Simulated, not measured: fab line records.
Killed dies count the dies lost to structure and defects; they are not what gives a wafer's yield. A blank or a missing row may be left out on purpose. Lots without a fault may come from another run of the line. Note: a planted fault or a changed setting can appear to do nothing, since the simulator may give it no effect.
A single fault, viewed from 2 desks | flow n5 finfet | each desk holds nothing but its own numbers, with what lay behind them at the end

METROLOGY DESK
Lot by lot, what the gauges showed, no matter which tool ran the lot: averages of those sampled wafers that carry a number. A lot is out of limits, marked OUT, if its mean lies more than 4 standard deviations from the usual mean; the brackets give that distance. Of its 12 readings 7 are shown: the one that was out of limits first, and those that lie furthest out on some lot.
Columns: A = DIBL_P at N5_BEOL_M4_RC_MEAS_101, usual 36.2 mV/V; B = IOFF_N at N5_BEOL_M4_RC_MEAS_101, usual 0.16 nA/um; C = IOFF_P at N5_BEOL_M4_RC_MEAS_101, usual 0.21 nA/um; D = ION_P at N5_BEOL_M4_RC_MEAS_101, usual 463 uA/um; E = RS_NWELL at N5_BEOL_M4_RC_MEAS_101, usual 1037 ohm/sq; F = VT_N at N5_BEOL_M4_RC_MEAS_101, usual 250 mV; G = VT_P at N5_BEOL_M4_RC_MEAS_101, usual -251 mV
lot  | first seen here | A    | B    | C    | D   | E              | F   | G
L157 | day 1 19:44     | 37.9 | 0.20 | 0.24 | 466 | 1032           | 246 | -249
L161 | day 2 19:50     | 31.9 | 0.12 | 0.14 | 450 | 1039           | 252 | -257
L163 | day 3 07:49     | 38.5 | 0.22 | 0.27 | 469 | 1042           | 244 | -247
L168 | day 4 13:46     | 38.8 | 0.19 | 0.27 | 473 | 1039           | 246 | -247
L172 | day 5 13:41     | 37.6 | 0.18 | 0.25 | 470 | 1039           | 247 | -246
L173 | day 5 19:50     | 34.5 | 0.12 | 0.18 | 459 | 1135 (+17) OUT | 255 | -253
L174 | day 6 01:37     | 37.5 | 0.18 | 0.27 | 471 | 1142 (+18) OUT | 249 | -247
L176 | day 6 13:58     | 38.6 | 0.19 | 0.24 | 467 | 1030           | 249 | -247
L178 | day 7 02:15     | 37.0 | 0.19 | 0.24 | 467 | 1035           | 247 | -248
L179 | day 7 07:37     | 34.3 | 0.14 | 0.19 | 457 | 1030           | 252 | -253
Per this desk, out of limits: L173, L174; the first was L173, day 12 15:52 (RS_NWELL at N5_BEOL_M4_RC_MEAS_101). In limits: L157, L161, L163, L168, L172, L176, L178, L179.

AT THE TOOL OWNER'S DESK: implanter-02
The tool's own readings at N5_WELL_APT_IMPLANT_14, given as means over the sampled wafers that have a number, one for each lot that went through this tool. A lot is out of limits, marked OUT, if its mean lies more than 4 standard deviations from the usual mean; the brackets give that distance.
Columns: A = dose ions cm2 at N5_WELL_APT_IMPLANT_14, usual 1.5002e+13; B = faraday current uA at N5_WELL_APT_IMPLANT_14, usual 190
lot  | first seen here | A                            | B
L157 | day 1 19:56     | 1.5016e+13                   | 186
L161 | day 2 20:04     | 1.5005e+13                   | 193
L168 | day 4 13:57     | 1.5005e+13                   | 190
L172 | day 5 14:26     | 1.4966e+13                   | 194
L173 | day 5 20:13     | 1.2697e+13 (-99 or more) OUT | 162 (-7.9) OUT
L174 | day 6 03:08     | 1.2698e+13 (-99 or more) OUT | 158 (-8.8) OUT
This desk's verdict: out of limits on L173, L174, starting with L173 at day 5 20:13 (dose ions cm2 at N5_WELL_APT_IMPLANT_14). In limits: L157, L161, L168, L172.

BROUGHT TOGETHER
The tool owner's desk had the chance to raise an alarm at day 5 20:13 on L173, L174.
An alarm was possible from the metrology desk at day 12 15:52, on L173, L174.
Every lot named ran N5_WELL_APT_IMPLANT_14 on implanter-02.

WHAT WAS PUT IN BY THE SIMULATOR
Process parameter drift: implanter-02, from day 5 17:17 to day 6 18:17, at N5_WELL_APT_IMPLANT_14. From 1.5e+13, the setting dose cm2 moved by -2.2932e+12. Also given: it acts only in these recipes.
Shown lots that were struck: L173, L174.
Fault start to first reading out of limits, in hours, per desk: tool owner, 3; metrology, 167.
